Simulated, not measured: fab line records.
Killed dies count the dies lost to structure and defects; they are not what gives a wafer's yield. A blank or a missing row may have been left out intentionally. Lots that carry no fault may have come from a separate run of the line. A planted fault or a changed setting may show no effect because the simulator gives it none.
Struck lot and sound lot, side by side | flow n5 finfet | 38 steps out of a route of 1938
Sound: these wafers, L761.3, L761.5, L761.6. Wafers struck: L764.2, L764.6. Last of all comes the cause.
Per side, at each step with rows, come the tool, then ch with its chambers, and then its first start. Under that, the readings that differ: sound wafers | struck wafers | difference of the means | sigmas: that difference in standard deviations of wafers without a fault.
alike: readings whose means differ by less than 2 such deviations, and words and numbers that are the same on both sides. not compared: withheld readings, readings that some wafer has no value for, bounds like >300 that may hide the same value, and numbers for which the record gives no deviation and whose values overlap.
A row with sigmas, a row that says differs or no value, or rows on one side alone: a step with any of these is where the two part. Numbers that don't overlap but have no deviation are shown without sigmas and don't part them. A reading that every wafer of one side lacks parts them only if that side has two wafers or more.

first, 11 steps without rows for these wafers: N5_BEOL_M14_ETCH_59 (etches BARC in N2/H2, target depth 89 nm, overetch 26.7 nm, time 67.9 s); N5_BEOL_M14_VIA_ETCH_16 (etches SiO2 in C4F8/O2/Ar, target depth 1231.3 nm); N5_BEOL_M14_STRIP_63 (strips in O2); N5_BEOL_M14_STRIP_64 (strips in O2); N5_BEOL_M14_STRIP_71 (strips in post etch residue remover, time 60 s); N5_BEOL_M14_SRD_72 (time 30 s, dry time 30 s); N5_BEOL_M14_COAT_65 (time 60 s, resist thk 450 nm); N5_BEOL_M14_COAT_66 (time 60 s, resist thk 110 nm); N5_BEOL_M14_COAT_22 (resist thk 300 nm); N5_BEOL_M14_EBR_24; N5_BEOL_M14_SOFTBAKE_23 (time 60 s).
N5_BEOL_M14_EXPOSE_25: exposes mask M14, target cd 280 nm.
  sound on krf scanner-01 ch 0, day 15 17:09; struck on krf scanner-01 ch 0, day 16 14:36
  alike: mask, focus offset nm, stage vel mm s
then, 3 steps without rows for these wafers: N5_BEOL_M14_PEB_26 (peb time 90 s); N5_BEOL_M14_DEVELOP_27 (develop time 45 s); N5_BEOL_M14_HARDBAKE_32 (time 120 s).
N5_BEOL_M14_CD_MEAS_28: the cd target is 284.4 nm.
  sound on cd sem-01 ch 0, day 15 17:19; struck on cd sem-01 ch 0, day 16 14:46
  reading    | sound             | struck      | difference | sigmas
  cd nm (nm) | 284.4 285.8 285.4 | 298.6 300.6 | +14.4      | +10
N5_BEOL_M14_DESCUM_33: chemistry O2, time 7.9 s.
  sound on rie diel-03 ch 0,1, day 15 17:23; struck on rie diel-01 ch 0,3, day 16 14:52
  reading                   | sound             | struck    | difference | sigmas
  model.BEOL_M14.cd nm (nm) | 284.4 285.8 285.4 | 298.4 301 | +14.5      |
  alike: bias power w, drypump motor current A, oes product au, rf vpp V, showerhead plenum p Torr, throttle valve pct
  not compared: rf hours counter h
then, 6 steps without rows for these wafers: N5_BEOL_M14_ETCH_67 (etches SiARC in CF4, target depth 143 nm, time 238.3 s); N5_BEOL_M14_ETCH_68 (etches SOC in N2/H2, time 450 s); N5_BEOL_M14_STRIP_69 (strips in N2/H2); N5_BEOL_M14_TRENCH_ETCH_34 (etches SiO2 in C4F8/O2/Ar, target depth 556.65 nm, time 126.9 s); N5_BEOL_M14_STRIP_70 (strips in C4F8/O2/Ar); N5_BEOL_M14_STRIP_37 (strips in O2).
N5_BEOL_M14_ETCH_38: etches SiCN in CF4/N2, target depth 106.5 nm, time 120.6 s.
  sound: rie diel-03 ch 2,3; struck: rie diel-01 ch 0,3
  reading                   | sound             | struck    | difference | sigmas
  model.BEOL_M14.cd nm (nm) | 280.4 281.2 282.8 | 294 297.2 | +14        |
  alike: drypump motor current A, oes product au, rf vpp V, showerhead plenum p Torr, throttle valve pct
  not compared: rf hours counter h
then, 12 steps without rows for these wafers: N5_BEOL_M14_PRECLEAN_39 (cleans in residue remover, time 60 s); N5_BEOL_M14_SRD_40 (time 30 s, dry time 30 s); N5_BEOL_M14_DEGAS_41 (time 60 s); N5_BEOL_M14_PRE_CLEAN_42 (time 30 s); N5_BEOL_M14_SPUTTER_43 (material TaN, target thk 15 nm, time 24.19 s); N5_BEOL_M14_SPUTTER_44 (material Ta, target thk 15 nm, time 24.19 s); N5_BEOL_M14_SPUTTER_45 (material Cu, target thk 100 nm, time 16.67 s); N5_BEOL_M14_ECD_47 (material Cu, target thk 1248 nm); N5_BEOL_M14_ANNEAL_48 (time 90 s); N5_BEOL_M14_CMP_49 (polishes, stops on SiO2, t overpolish 5.2 s, target thk 560 nm); N5_BEOL_M14_PRE_CLEAN_52 (time 15 s); N5_BEOL_M14_DEP_53 (deposits SiCN from 3MS/NH3, target thk 50 nm, time 17.8 s).
N5_BEOL_M15_RC_MEAS_101:
  sound on prober-01 ch 0, day 16 04:07; struck on prober-01 ch 0, day 17 03:34
  reading          | sound                   | struck          | difference | sigmas
  COMB_M14 (S/m)   | 5.4e-12 6.3e-12 5.4e-12 | 3.5e-12 3.8e-12 | -2.0e-12   | -2
  COMB_M8 (S/m)    | 2.6e-11 2.1e-11 2e-11   | 3.2e-11 3.4e-11 | +1.1e-11   | +2
  SERP_M5 (ohm/um) | 37.9 40.5 41.7          | 37.0 35.8       | -3.6       | -2
  alike: COMB_M10, COMB_M11, COMB_M12, COMB_M13, COMB_M15, COMB_M15_max_site, COMB_M5, COMB_M6, COMB_M7, COMB_M7_max_site, COMB_M9, SERP_M10, SERP_M11, SERP_M12, SERP_M13, SERP_M14, SERP_M14_max_site, SERP_M6, SERP_M7, SERP_M8, SERP_M9
N5_PASSIVATION_PROBE_49:
  sound: prober-02 at day 16 17:13; struck: prober-02 at day 17 18:35
  reading                  | sound | struck | difference | sigmas
  defect limited yield (%) | 89.0  | 94.0   | +5.0       | +3
  killed dies              | 130   | 71     | -59        | -3
  killed open              | 80    | 46     | -34        | -3
  killed short             | 50    | 21     | -29        | -3
  sort_bin_5_function (%)  | 5.7   | 3.7    | -2.0       | -2
  sort_bin_6_memory (%)    | 4.6   | 2.3    | -2.3       | -3
  sort n pass              | 1050  | 1109   | +59        | +3
  sort yield pct (%)       | 89.0  | 94.0   | +5.0       | +3
  alike: killed_at_M0_to_M3, killed_at_M4_up, killed at contacts, killed at front end, killed at other, killed on rim, sort_bin_8_speed

WHERE THEY PART
First at N5_BEOL_M14_CD_MEAS_28; last, within this record, at N5_PASSIVATION_PROBE_49.

WHY: the cause the simulator had injected
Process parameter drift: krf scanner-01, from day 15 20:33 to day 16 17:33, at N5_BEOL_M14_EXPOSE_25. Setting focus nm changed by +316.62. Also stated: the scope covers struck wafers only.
